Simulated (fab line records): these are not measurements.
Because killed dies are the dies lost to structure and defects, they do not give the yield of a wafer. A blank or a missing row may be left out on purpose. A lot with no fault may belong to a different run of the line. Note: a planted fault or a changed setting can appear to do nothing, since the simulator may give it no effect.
The tool behind it: which one?	flow n5Finfet	36 wafers sampled from 12 lots at 1 step of a route of 1938

WHAT THE GAUGES READ, wafer by wafer
N5_BEOL_M14_INSPECT_55: inspects for defects (darkfield).
lot	measured	on	rawDefectCount
L076	day 11 11:33	defectInspect-02	108 101 82
L077	day 11 22:49	defectInspect-02	86 56 53
L079	day 12 03:46	defectInspect-02	63 45 58
L080	day 13 10:09	defectInspect-02	60 66 65
L083	day 14 01:03	defectInspect-02	63 52 67
L086	day 14 03:31	defectInspect-01	34 42 36
L087	day 14 22:58	defectInspect-01	33 52 55
L088	day 15 16:52	defectInspect-01	64 82 71
L089	day 16 02:19	defectInspect-01	41 57 36
L092	day 16 15:20	defectInspect-01	82 77 47
L095	day 16 23:46	defectInspect-02	64 76 67
L097	day 18 00:40	defectInspect-01	46 53 52

WHICH TOOL RAN EACH LOT (tool, then ch and the chambers of the sampled wafers, then the start)
The record holds no process step before these readings.

THE ANSWER, worked out from the rows above alone
Rule: usual is defined by the lots themselves. Put in order of their means at a reading, lots are off if they are a third of the lots or fewer, leave a main group of 4 or more, and stand apart from it by a gap of 3 or more times the standard deviation of the main group's means; of several such gaps the widest counts. A main group is skipped when, at the precision printed for the reading in the tables above, its means are all equal. A lot without any number at a reading at which 4 lots or more have one is off too. Any other lot the step has rows for is counted as sound.
No lot is off at any reading shown: from this, nothing can be told.

WHAT THE SIMULATOR PUT IN
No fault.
